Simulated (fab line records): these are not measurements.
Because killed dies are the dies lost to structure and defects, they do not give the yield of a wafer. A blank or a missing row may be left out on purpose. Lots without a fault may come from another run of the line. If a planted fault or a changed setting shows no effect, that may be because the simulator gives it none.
Matching of chambers    flow nandHarc    NHARC_A_STAIRCASE_CMP_450 on cmp-01 has 4 sister chambers
The step polishes SiO2, target thk 200 nm. 22 wafers are shown with their chamber, then 11 later ones without.

== WAFERS WITH THEIR CHAMBER ==
wafer   chamber  motorCurrentA (A)
L078.2  0        10.1
L078.5  1        13.7
L078.6  2        11.4
L077.1  3        10.9
L077.3  1        13.9
L077.5  1        13.5
L079.1  0        10.3
L079.2  2        10.8
L079.6  3        11.5
L081.3  1        12.6
L081.4  3        11.2
L081.6  1        14.0
L082.1  2        11.1
L082.4  1        14.0
L082.5  2        11.2
L083.2  0        9.8
L083.4  2        11.1
L083.5  3        10.6
L086.1  0        9.8
L086.2  2        11.9
L086.3  1        14.3
L085.4  2        11.3

SIGNATURES, as means of the wafers listed above
reading        chamber 0  chamber 1  chamber 2  chamber 3  scatter within a chamber
motorCurrentA  10.000     13.714     11.257     11.050     0.419
Rule: for each reading, subtract the chamber's mean from the wafer's reading, divide by that reading's scatter and square the result; add these up over the readings and take the root, which gives the wafer's distance from the chamber. The wafer belongs to the nearest chamber; if the next one is less than 2 further off, it can't be placed. The scatter: the root of (the sum of the squares of (reading less its chamber's mean) over the shown wafers, divided by (wafers less chambers)).

== WAFERS WHOSE CHAMBER IS MISSING ==
wafer   motorCurrentA (A)
L085.5  11.6
L085.6  13.6
L095.2  13.1
L095.4  10.9
L095.6  13.4
L089.1  10.1
L089.3  10.8
L089.6  10.2
L094.1  11.7
L094.4  12.5
L094.6  11.1

== WHICH CHAMBER EACH WENT THROUGH ==
wafer   from the rows above           in truth
L085.5  can't be placed: 2 or 3       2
L085.6  1                             1
L095.2  1                             1
L095.4  can't be placed: 3 or 2 or 0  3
L095.6  1                             1
L089.1  0                             0
L089.3  can't be placed: 3 or 2 or 0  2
L089.6  can't be placed: 0 or 3       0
L094.1  can't be placed: 2 or 3       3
L094.4  can't be placed: 1 or 2 or 3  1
L094.6  can't be placed: 3 or 2       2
Correctly placed: 4 of 11. Cannot be placed on the basis of these rows: 7; the candidates contain the true chamber in 7. Wrongly placed: 0.
